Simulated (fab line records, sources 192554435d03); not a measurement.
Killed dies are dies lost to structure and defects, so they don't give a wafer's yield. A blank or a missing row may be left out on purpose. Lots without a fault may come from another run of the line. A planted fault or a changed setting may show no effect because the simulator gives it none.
fab line records | flow n5_finfet
record lots=7 wafers=21
route steps=1938 shown PASSIVATION@1930
start_h: hours from the record's first day to the start of the lot's first wafer shown | wait_h: hours since the lot's step before | " the same as in the row above | L1.1+2: a row that stands for several wafers | - no value, or no start given | * or withheld: withheld | < > ~ a bound
route shown NAME@n: a module of which the file shows steps, and the number in the route of the first | usual: mean/standard deviation of fault-free wafers | same: alike in all rows | chamber/n: place in a boat | sites: the reading at each site | _std_site: their standard deviation | _edge_site: outer sites' mean less inner sites' | radius_mm: how far each site lies from the wafer's centre | mask NAME#n: copy n | behind: the tool/chamber that last shaped the wafer | hold: why the lot was held/for how many hours/how that ended | device: the transistor (n, p or np) that didn't switch | end of line: the same wafers' tests at the end of the route | a step without rows: its recipe alone | killed: dies lost to structure and defects at the first sort, not the wafer's yield | map: a wafer's dies, x killed, . not, _ none there
set.NAME: the setting as run; set.NAME@STEP: as run at that earlier step | model.NAME: the simulator's own value behind a step, which no gauge read
lots whose settings were changed on purpose; a table a step, a row a wafer
## steps
# step N5_PASSIVATION_ETCH_54
# recipe chemistry=CHF3/O2 target=SiO2 target_depth_a=8800 CHF3_flow_sccm=50 O2_flow_sccm=5 Ar_flow_sccm=200 time_s=440 mask_material=PR pressure_mtorr=30 source_w=650 bias_w=170 ion_energy_ev=200
# columns lot.wafer tool chamber start_h wait_h set.source_w model.PASSIVATION.feature_depth_nm model.etch.depth_nm
L076.2 rie_diel-02 1 276.49 0.1 650 870.6 870.6
L076.3 " 2 " " 650 873.4 873.4
L076.4 " 1 " " 650 866 866
L078.1 rie_diel-02 3 304.58 0.1 650 897.2 897.1
L078.4 " 1 " " 584 852.2 852.2
L078.6 " 3 " " 584 853.8 853.9
L079.1 rie_diel-03 1 304.78 0.1 571.7 830.4 830.3
L079.2 " 0 " " 650 903.6 903.6
L079.4 " 2 " " 650 893.8 893.9
L084.1 rie_diel-04 3 341.94 0.1 609.1 847.8 847.9
L084.3 " 0 " " 650 885.6 885.6
L084.6 " 3 " " 650 870.8 870.8
L087.1 rie_diel-04 1 348.10 0.1 650 897.2 897.1
L087.4 " 0 " " 650 889.4 889.5
L087.5 " 0 " " 650 880 880
L088.1 rie_diel-02 0 351.02 0.1 650 881 881
L088.5 " 0 " " 650 877.6 877.7
L088.6 " 3 " " 650 885.6 885.5
L090.3 rie_diel-03 1 365.62 0.1 650 868.6 868.6
L090.5 " 0 " " 650 898 898.1
L090.6 " 3 " " 650 857.6 857.6
# step N5_PASSIVATION_STRIP_48
# recipe chemistry=O2 power_w=600 temp_c=60 pressure_mtorr=30 rf_frequency_hz=6e+07 bias_power_w=0 overash_fraction=0.5 o2_flow_sccm=225
# step N5_PASSIVATION_STRIP_52
# recipe chemistry=post_etch_residue_remover time_s=1200 temp_c=72.5
# step N5_PASSIVATION_SRD_72
# recipe dry=ipa_marangoni time_s=30 temp_c=23 rinse_liquid=diw
# step N5_PASSIVATION_ANNEAL_56
# recipe temp_c=400 time_s=1800 ambient=FGA idle_temp_c=300 ramp_up_c_per_min=5 ramp_down_c_per_min=3
# step N5_PASSIVATION_PROBE_49
# usual defect_limited_yield=91.7/1.7 killed_at_M0_to_M3=34/10 killed_at_M4_up=13/5.1 killed_at_contacts=12/6.2 killed_at_front_end=36/12 killed_at_other=3.2/2.6 killed_dies=98/20 killed_open=65/13 killed_short=32/8.4 sort_bin_5_function=4.8/1.1 sort_bin_6_memory=3.2/0.74 sort_bin_8_speed=0.00/0.012 sort_n_pass=1082/20 sort_yield_pct=91.7/1.7
# same gross_dies=1180 killed_at_back_side=0 sort_bin_4_leakage[%]=0
# columns lot.wafer tool chamber start_h wait_h set.develop_time_s@PASSIVATION_DEVELOP_43 defect_limited_yield[%] killed_at_M0_to_M3 killed_at_M4_up killed_at_contacts killed_at_front_end killed_at_other killed_dies killed_open killed_short sort_bin_5_function[%] sort_bin_6_memory[%] sort_bin_8_speed[%] sort_n_pass sort_yield_pct[%]
L076.2 prober-01 - 279.94 0.1 73.22 0.1 28 1117 9 23 2 1179 53 21 70.8 3.5 0 1 0.1
L076.3 prober-01 - 279.99 0.1 60 92.8 40 19 11 15 0 85 54 21 3.7 3.3 0 1095 92.8
L076.4 prober-01 - 280.04 0.2 73.22 0.1 26 1083 12 57 1 1179 43 23 71.2 3.6 0 1 0.1
L078.1 prober-02 - 307.36 0.0 60 55.8 27 11 11 470 3 522 75 24 41.4 2.7 0 658 55.8
L078.4 prober-02 - 307.51 0.2 60 55.8 42 11 15 450 4 522 70 35 40.8 3.1 0 658 55.8
L078.6 prober-02 - 307.61 0.3 72.93 91.9 26 6 15 45 4 96 61 35 4.0 3.9 0 1084 91.9
L079.1 prober-01 - 308.72 0.0 60 72.1 48 29 9 243 0 329 65 29 23.2 4.4 0 851 72.1
L079.2 prober-01 - 308.77 0.1 60 69.8 47 19 7 281 2 356 57 21 26.4 3.4 0 824 69.8
L079.4 prober-01 - 308.87 0.2 70.54 86.5 45 19 9 86 0 159 71 29 10.8 2.5 0 1021 86.5
L084.1 prober-02 - 345.14 0.0 50.93 6.0 1037 12 22 34 4 1109 80 27 67.2 14.4 0 71 6.0
L084.3 prober-02 - 345.24 0.1 60 87.5 37 47 20 40 4 148 79 23 7.3 4.2 0 1032 87.5
L084.6 prober-02 - 345.39 0.3 60 5.4 1028 15 30 39 4 1116 90 44 67.1 14.4 0 64 5.4
L087.1 prober-01 - 350.89 0.0 49.99 93.4 29 11 14 23 1 78 54 22 4.0 2.5 0 1102 93.4
L087.4 prober-01 - 351.04 0.2 60 0.2 1082 55 1 35 5 1178 49 24 69.8 16.5 0 2 0.2
L087.5 prober-01 - 351.09 0.2 60 7.4 1035 11 12 34 1 1093 55 27 67.0 13.6 0 87 7.4
L088.1 prober-02 - 353.79 0.0 60 90.0 36 11 17 50 4 118 75 43 5.7 4.1 0 1062 90.0
L088.5 prober-02 - 353.99 0.2 60 90.6 45 13 12 39 2 111 79 32 6.9 2.5 0 1069 90.6
L088.6 prober-02 - 354.04 0.3 60 91.0 25 11 17 50 3 106 78 26 5.5 3.2 0 1074 91.0
L090.3 prober-02 - 368.50 0.1 51 88.4 61 10 19 43 4 137 91 44 7.4 3.8 0 1043 88.4
L090.5 prober-02 - 368.60 0.2 60 79.5 160 13 19 48 2 242 69 33 17.1 3.1 0 938 79.5
L090.6 prober-02 - 368.65 0.3 51 38.1 661 37 7 22 3 730 69 37 44.9 14.5 0.08 450 38.1
# killed by level:class
L076.2 BEOL_M4:area_expose=1101 MOL_CONTACT_COAG:geometric_particle:open=7 STI_FIN_REVEAL:geometric_particle:open=5 DUMMY_GATE:geometric_particle:open=5 BEOL_M0_SAQP:geometric_particle:open=5 BEOL_M0_SAQP:geometric_particle:short=5 BEOL_M2:geometric_particle:open=5 BEOL_M3:geometric_particle:open=5
L076.3 MOL_CONTACT_COAG:geometric_particle:open=9 BEOL_M2:geometric_particle:open=9 BEOL_M5:area_expose=9 BEOL_M0_SAQP:geometric_particle:short=8 BEOL_M3:geometric_particle:open=8 BEOL_M0_SAQP:geometric_particle:open=7 STI_FIN_REVEAL:geometric_particle:open=5 BEOL_M1:geometric_particle:open=5
L076.4 BEOL_M4:area_expose=1076 SD_EPI_N:area_etch=32 MOL_CONTACT_COAG:geometric_particle:open=9 DUMMY_GATE:geometric_particle:open=6 BEOL_M1:geometric_particle:short=5 BEOL_M2:geometric_particle:open=5 BEOL_M0_SAQP:geometric_particle:short=4 BEOL_M0_SAQP:geometric_particle:open=4
L078.1 FIN_SAQP:area_ald=421 STI_FIN_REVEAL:geometric_particle:open=11 MOL_CONTACT_COAG:geometric_particle:open=11 FIN_SAQP:geometric_particle:open=9 BEOL_M2:geometric_particle:open=7 BEOL_M0_SAQP:geometric_particle:short=7 GATE_CUT:geometric_particle:open=6 GATE_CUT:geometric_particle:short=6
L078.4 FIN_SAQP:area_ald=415 MOL_CONTACT_COAG:geometric_particle:open=11 BEOL_M0_SAQP:geometric_particle:open=11 GATE_CUT:geometric_particle:short=10 FIN_SAQP:geometric_particle:open=6 BEOL_M1:geometric_particle:short=6 BEOL_M2:geometric_particle:open=6 BEOL_M3:geometric_particle:open=6
L078.6 MOL_CONTACT_COAG:geometric_particle:open=12 STI_FIN_REVEAL:geometric_particle:open=11 FIN_SAQP:geometric_particle:short=6 DUMMY_GATE:geometric_particle:open=5 BEOL_M0_SAQP:geometric_particle:open=5 BEOL_M2:geometric_particle:open=5 FIN_SAQP:geometric_particle:open=4 STI_FIN_REVEAL:geometric_particle:short=4
L079.1 FIN_SAQP:area_ald=215 BEOL_M4:geometric_particle:open=13 BEOL_M3:area_expose=11 MOL_CONTACT_COAG:geometric_particle:open=8 BEOL_M3:geometric_particle:open=7 BEOL_M0_SAQP:geometric_particle:open=6 BEOL_M0_SAQP:area_ald=6 BEOL_M2:geometric_particle:open=5
L079.2 FIN_SAQP:area_ald=215 WELL_APT:area_expose=49 BEOL_M2:geometric_particle:open=11 BEOL_M3:area_expose=10 DUMMY_GATE:geometric_particle:open=7 MOL_CONTACT_COAG:geometric_particle:open=7 BEOL_M0_SAQP:geometric_particle:short=7 BEOL_M1:geometric_particle:open=6
L079.4 WELL_APT:area_expose=56 BEOL_M4:geometric_particle:open=10 BEOL_M0_SAQP:geometric_particle:open=8 MOL_CONTACT_COAG:geometric_particle:open=8 BEOL_M0_SAQP:geometric_particle:short=7 FIN_SAQP:geometric_particle:open=6 BEOL_M1:geometric_particle:open=6 BEOL_M2:geometric_particle:open=6
L084.1 BEOL_M3:area_expose=1000 MOL_CONTACT_COAG:geometric_particle:open=18 BEOL_M0_SAQP:geometric_particle:open=9 BEOL_M1:geometric_particle:open=9 BEOL_M0_SAQP:geometric_particle:short=8 FIN_SAQP:geometric_particle:open=7 STARTING-WAFER:geometric_particle:open=7 BEOL_M4:geometric_particle:open=7
L084.3 BEOL_M5:area_expose=35 MOL_CONTACT_COAG:geometric_particle:open=16 BEOL_M3:geometric_particle:open=15 BEOL_M0_SAQP:geometric_particle:open=7 HKMG_FIN:area_etch=7 STI_FIN_REVEAL:geometric_particle:open=6 GATE_CUT:geometric_particle:short=6 DUMMY_GATE:geometric_particle:open=5
L084.6 BEOL_M3:area_expose=979 MOL_CONTACT_COAG:geometric_particle:open=26 BEOL_M2:geometric_particle:open=12 FIN_SAQP:geometric_particle:short=11 BEOL_M0_SAQP:geometric_particle:open=9 STI_FIN_REVEAL:geometric_particle:open=7 BEOL_M0_SAQP:geometric_particle:short=7 BEOL_M3:geometric_particle:open=7
L087.1 MOL_CONTACT_COAG:geometric_particle:open=14 FIN_SAQP:geometric_particle:short=5 BEOL_M1:geometric_particle:open=5 BEOL_M2:geometric_particle:open=5 STARTING-WAFER:geometric_particle:short=4 BEOL_M0_SAQP:geometric_particle:open=4 BEOL_M0_SAQP:geometric_particle:short=4 BEOL_M3:geometric_particle:open=4
L087.4 BEOL_M3:area_expose=1048 BEOL_M4:area_expose=46 BEOL_M2:geometric_particle:open=10 HKMG_FIN:area_peb=10 STI_FIN_REVEAL:geometric_particle:open=8 BEOL_M1:geometric_particle:open=6 BEOL_M0_SAQP:geometric_particle:short=5 BEOL_M0_SAQP:geometric_particle:open=5
L087.5 BEOL_M3:area_expose=1000 MOL_CONTACT_COAG:geometric_particle:open=12 HKMG_FIN:area_etch=10 BEOL_M0_SAQP:geometric_particle:open=7 BEOL_M3:geometric_particle:open=7 STARTING-WAFER:geometric_particle:short=6 BEOL_M2:geometric_particle:open=5 BEOL_M0:geometric_particle:open=4
L088.1 FIN_SAQP:geometric_particle:short=13 MOL_CONTACT_COAG:geometric_particle:open=13 BEOL_M0_SAQP:geometric_particle:open=11 FIN_SAQP:geometric_particle:open=10 STI_FIN_REVEAL:geometric_particle:open=10 BEOL_M0_SAQP:geometric_particle:short=10 DUMMY_GATE:geometric_particle:open=8 BEOL_M4:geometric_particle:open=7
L088.5 BEOL_M3:geometric_particle:open=13 MOL_CONTACT_COAG:geometric_particle:open=10 FIN_SAQP:geometric_particle:open=7 BEOL_M0_SAQP:geometric_particle:open=7 BEOL_M2:geometric_particle:open=7 BEOL_M0_SAQP:geometric_particle:short=6 STI_FIN_REVEAL:geometric_particle:open=5 BEOL_M1:geometric_particle:open=5
L088.6 MOL_CONTACT_COAG:geometric_particle:open=15 FIN_SAQP:geometric_particle:short=10 FIN_SAQP:geometric_particle:open=10 BEOL_M0_SAQP:geometric_particle:open=7 BEOL_M1:geometric_particle:open=7 ILD0:geometric_particle:open=6 SPACER0:geometric_particle:open=5 GATE_CUT:geometric_particle:open=4
L090.3 BEOL_M0_SAQP:geometric_particle:open=16 BEOL_M0_SAQP:geometric_particle:short=15 MOL_CONTACT_COAG:geometric_particle:open=15 BEOL_M3:geometric_particle:open=14 STI_FIN_REVEAL:geometric_particle:open=13 FIN_SAQP:geometric_particle:open=7 FIN_SAQP:geometric_particle:short=6 GATE_CUT:geometric_particle:short=6
L090.5 BEOL_M0_SAQP:area_ald=140 STI_FIN_REVEAL:geometric_particle:open=19 MOL_CONTACT_COAG:geometric_particle:open=15 FIN_SAQP:geometric_particle:short=12 BEOL_M0_SAQP:geometric_particle:open=7 BEOL_M4:geometric_particle:open=7 BEOL_M3:geometric_particle:open=5 FIN_SAQP:geometric_particle:open=4
L090.6 BEOL_M3:area_expose=421 BEOL_M0_SAQP:area_ald=200 BEOL_M4:geometric_particle:open=23 BEOL_M0_SAQP:geometric_particle:short=14 BEOL_M0_SAQP:geometric_particle:open=12 STARTING-WAFER:geometric_particle:short=6 MOL_CONTACT_COAG:geometric_particle:open=5 DUMMY_GATE:geometric_particle:open=4
## key
split step=N5_PASSIVATION_ETCH_54 setting=source_w stated=650 by=wafer
response step=N5_PASSIVATION_ETCH_54 reading=model.PASSIVATION.feature_depth_nm change=+5.08 per=1% r=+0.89
response step=N5_PASSIVATION_ETCH_54 reading=model.etch.depth_nm change=+5.08 per=1% r=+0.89
split outside_this_file step=N5_PASSIVATION_DEVELOP_43 setting=develop_time_s
# split outside_this_file: this setting was split too, and the file shows its column; the key of that split is in another file
